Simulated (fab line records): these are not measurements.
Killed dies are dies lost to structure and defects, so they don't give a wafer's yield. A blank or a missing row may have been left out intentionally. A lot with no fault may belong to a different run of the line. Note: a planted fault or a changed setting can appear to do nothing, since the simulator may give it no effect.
A single fault, viewed from 2 desks | flow nand harc | only its own numbers are on each desk; what lay behind them is given at the end

== AT THE METROLOGY DESK ==
Lot by lot, what the gauges showed, no matter which tool ran the lot: averages of those sampled wafers that carry a number. A lot is out of limits, marked OUT, if its mean lies more than 4 standard deviations from the usual mean; the brackets give that distance.
Columns: A = overlay x nm at NHARC_A_BLC_OVL_MEAS_11, usual 0.0 nm; B = overlay y nm at NHARC_A_BLC_OVL_MEAS_11, usual 0.1 nm
lot  | first seen here | A    | B
L242 | day 17 12:37    | 0.2  | 0.7
L241 | day 17 14:02    | -1.5 | -0.4
L244 | day 17 23:01    | -0.4 | 1.7
L245 | day 17 23:10    | 0.7  | -0.1
L243 | day 18 03:00    | -0.4 | -1.2
L247 | day 18 15:13    | -0.5 | -0.1
L249 | day 19 08:53    | 0.2  | 0.2
L252 | day 19 14:01    | -1.7 | -0.4
L251 | day 20 02:28    | 0.3  | -0.6
L254 | day 20 03:05    | -0.3 | 0.3
L253 | day 20 03:51    | 0.3  | -0.1
L264 | day 22 12:11    | -0.1 | 1.3
L263 | day 22 17:46    | -0.8 | -0.2
This desk's verdict: no lot among the 13 shows anything out of limits.

== THE TOOL OWNER'S DESK: rie diel-05 ==
The tool's own readings at NHARC_A_BLC_STRIP_21 (strips in O2): means of the sampled wafers that have a number, for each lot that ran on this tool. A lot is out of limits, marked OUT, if its mean lies more than 4 standard deviations from the usual mean; the brackets give that distance.
Columns: A = chamber pressure mTorr at NHARC_A_BLC_STRIP_21, usual 60.00 mTorr; B = drypump motor current A at NHARC_A_BLC_STRIP_21, usual 5.9 A; C = mfc ar sccm at NHARC_A_BLC_STRIP_21, usual 0.005 sccm; D = oes product au at NHARC_A_BLC_STRIP_21, usual 0.997 a.u.; E = rf vpp V at NHARC_A_BLC_STRIP_21, usual 57.8 V; F = showerhead plenum p Torr at NHARC_A_BLC_STRIP_21, usual 3.48 Torr; G = throttle valve pct at NHARC_A_BLC_STRIP_21, usual 17.036 %
lot  | first seen here | A     | B   | C     | D     | E    | F    | G
L241 | day 17 15:28    | 59.99 | 6.3 | 0.002 | 0.973 | 59.3 | 3.59 | 17.032
L244 | day 18 00:16    | 60.02 | 6.0 | 0.006 | 0.983 | 58.1 | 3.53 | 17.034
L243 | day 18 04:16    | 60.06 | 6.1 | 0.004 | 0.986 | 57.8 | 3.62 | 17.044
L249 | day 19 10:09    | 60.01 | 6.0 | 0.006 | 0.994 | 58.5 | 3.58 | 17.027
L264 | day 22 13:26    | 60.04 | 6.3 | 0.002 | 0.995 | 57.7 | 3.53 | 17.035
This desk's verdict: no lot among the 5 shows anything out of limits.

== ALL TOGETHER ==
From the metrology desk's view, nothing was out of limits.
Nothing out of limits was seen by the tool owner's desk.

== WHAT HAD BEEN PUT IN BY THE SIMULATOR ==
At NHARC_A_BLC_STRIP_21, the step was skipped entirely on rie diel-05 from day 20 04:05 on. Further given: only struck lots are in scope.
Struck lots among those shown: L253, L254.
